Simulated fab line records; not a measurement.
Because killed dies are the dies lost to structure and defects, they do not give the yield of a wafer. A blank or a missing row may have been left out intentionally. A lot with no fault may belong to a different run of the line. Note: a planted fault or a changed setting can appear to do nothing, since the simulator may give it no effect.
Problem report, 8D (eight disciplines) form, completed by code	flow nandHarc	the parts of the form that need people (team, actions taken, sign-off) are left out

== 1. WHAT IS WRONG ==
Mean of oesProductAu at NHARC_A_CHANNEL_HOLE_D1_ETCH_39: 1.305 a.u. across 2 wafers in 2 lots; on wafers with no fault it is 1.002 a.u. (standard deviation 0.0071). That puts it +43 standard deviations away from the usual mean.
The step: etches the open film in N2/H2, target depth 260 nm, time 325 s.
Seen first at day 15 09:11 on rieDiel-05, wafer L880.3. The record holds 38 wafers of 13 lots with a number at this step. Rule for "out", or "out of limits": more than 4 standard deviations from the usual mean. Any other wafer with a number is counted as sound.

== 2. WHAT IT IS, WHAT IT ISN'T ==
question	is	is not
which readings at this step	oesProductAu	drypumpMotorCurrentA, rfVppV, showerheadPlenumPTorr, throttleValvePct
which lots	L880, L881	L864, L865, L866, L867, L872, L873, L874, L875, L876, L877, L879
which wafers of those lots	L880.3, L881.3	L880.4, L880.6, L881.6
read on which tools	rieDiel-05	rieDiel-01, rieDiel-06
when	from day 15 09:11	up to then (35 sound wafers); but 1 sound wafer of L881 came after

== 3. WHAT RULES OUT EACH SUSPECT ==
Counting: any tool at a process step up to the reading remains a suspect provided it ran every lot that is out. Sound lots after the first of them don't rule it out here, since some wafers of a struck lot are sound.
- rieDiel-05 at NHARC_A_CHANNEL_HOLE_D1_ETCH_39 (etches the open film in N2/H2, target depth 260 nm, time 325 s): kept. Every lot that is out went through it, the first being L880 (day 15 09:11); the last sound lot it ran before that was L877 (day 14 00:36). Its own oesProductAu readings are out on those wafers.
The count leaves rieDiel-05 at NHARC_A_CHANNEL_HOLE_D1_ETCH_39.

== 4. THE CAUSE (what the simulator had put in) ==
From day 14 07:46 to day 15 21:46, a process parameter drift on rieDiel-05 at NHARC_A_CHANNEL_HOLE_D1_ETCH_39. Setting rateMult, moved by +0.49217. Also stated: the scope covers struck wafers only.
The count eliminated every tool but this one.

== 5. THE EFFECT CHAIN, in route order ==
Each row: a reading whose mean over the struck wafers that have a number lies more than 3 standard deviations from the usual. Only readings for which the record gives a usual standard deviation are gone through. hours: the time from each lot's start at the first step in this table that gives one to its start at this step, as a median over the lots. sigmas: the change in usual standard deviations.
hours	step	reading	usual	on struck wafers	change	sigmas
0	NHARC_A_CHANNEL_HOLE_D1_ETCH_39	oesProductAu	1.002 a.u.	1.305	+0.303	+43
Process steps it contains:
- NHARC_A_CHANNEL_HOLE_D1_ETCH_39: etches the open film in N2/H2, target depth 260 nm, time 325 s.

== 6. HOW IT WOULD HAVE BEEN CAUGHT EARLIER ==
In this record no reading fell out of limits until day 15 09:11, 25 hours after the fault had begun at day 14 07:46.
